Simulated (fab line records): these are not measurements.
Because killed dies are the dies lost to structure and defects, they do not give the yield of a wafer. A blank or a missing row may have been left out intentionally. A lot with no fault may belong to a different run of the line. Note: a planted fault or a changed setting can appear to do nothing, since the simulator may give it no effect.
Split-lot study -- flow n5_finfet -- 21 wafers read from 7 lots, route of 1938 steps

== ABOUT THE SPLIT ==
At N5_SD_EPI_N_ETCH_45 (etches SiOCN in CH3F/O2, target depth 6 nm), the setting target_depth_a was moved away from the recipe's 60 angstrom on 12 of the 21 wafers read, by -8.0% to +11.6%. All remaining wafers had this setting at the recipe value.

Reading taken at the split's own step.

== THE READING ==
etch.depth_nm (the simulator's own value, which no gauge read), in nm, at N5_SD_EPI_N_ETCH_45 (etches SiOCN in CH3F/O2, target depth 6 nm). There is no usual value for it anywhere in the file. Average 6.007 nm, standard deviation 0.068 nm, over the 9 wafers here run with the recipe.

wafer,"tool, chamber at the split","target_depth_a as run, angstrom",against the recipe,"etch.depth_nm, nm",against lot-mates on the recipe
L077.1,"rie_diel-06, 0",60,recipe,6.022,-
L077.5,"rie_diel-06, 1",60,recipe,6.086,-
L077.6,"rie_diel-06, 2",66.97,+11.6%,6.669,+0.615
L084.2,"rie_diel-01, 3",60,recipe,6.019,-
L084.5,"rie_diel-01, 1",55.22,-8.0%,5.491,-0.528
L084.6,"rie_diel-01, 0",55.22,-8.0%,5.436,-0.583
L086.2,"rie_diel-01, 1",60,recipe,5.956,-
L086.5,"rie_diel-01, 3",60,recipe,6.047,-
L086.6,"rie_diel-01, 0",60,recipe,5.897,-
L087.1,"rie_diel-01, 2",62.02,+3.4%,6.027,+0.128
L087.3,"rie_diel-01, 0",60,recipe,5.899,-
L087.4,"rie_diel-01, 3",62.02,+3.4%,6.247,+0.348
L090.1,"rie_diel-01, 0",64.21,+7.0%,6.378,+0.320
L090.3,"rie_diel-01, 3",60,recipe,6.058,-
L090.4,"rie_diel-01, 1",64.21,+7.0%,6.419,+0.361
L094.2,"rie_diel-01, 2",56.4,-6.0%,5.446,no lot-mate on the recipe
L094.4,"rie_diel-01, 0",56.4,-6.0%,5.558,no lot-mate on the recipe
L094.5,"rie_diel-01, 3",56.4,-6.0%,5.633,no lot-mate on the recipe
L096.2,"rie_diel-06, 1",66.64,+11.1%,6.738,+0.661
L096.5,"rie_diel-06, 1",60,recipe,6.077,-
L096.6,"rie_diel-06, 3",66.64,+11.1%,6.802,+0.725

THE FIT
A straight line over all 21 wafers: etch.depth_nm changes by +0.0659 nm for each +1% of target_depth_a; r = +0.98; the points scatter about the line by 0.081 nm.
The same after taking each lot's own level away (the mean of its wafers on the recipe; 18 wafers): +0.0611 nm for each +1%; r = +0.98; scatter 0.068 nm.
Per that fit: largest target_depth_a move, reading shift of 0.71 nm.
The lots' own levels span 5.8990 to 6.0770 nm, that is 2.6 times the standard deviation above.
Hence the lot-to-lot level has little effect on the slope; both slopes agree.
Check: +0.715 nm against its lot-mates is what the line predicts for one of the wafers moved furthest among these (+11.6%) when that wafer is left out of the fit. It came out at +0.615 nm against them.

== THESE WAFERS: OTHER SPLITS ==
Note: prior to the reading, these wafers also went through further splits. Each is held against what the fit with the lots' levels taken away leaves over:
other split on the same wafers,wafers away from the commonest value,r with etch.depth_nm (lot level and that fit taken away)
N5_DUMMY_GATE_COAT_28 spin_rpm,9,+0.20

== THE FILE'S OWN FIT ==
etch.depth_nm changes by +0.0588 nm for each +1% of target_depth_a, r = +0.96.
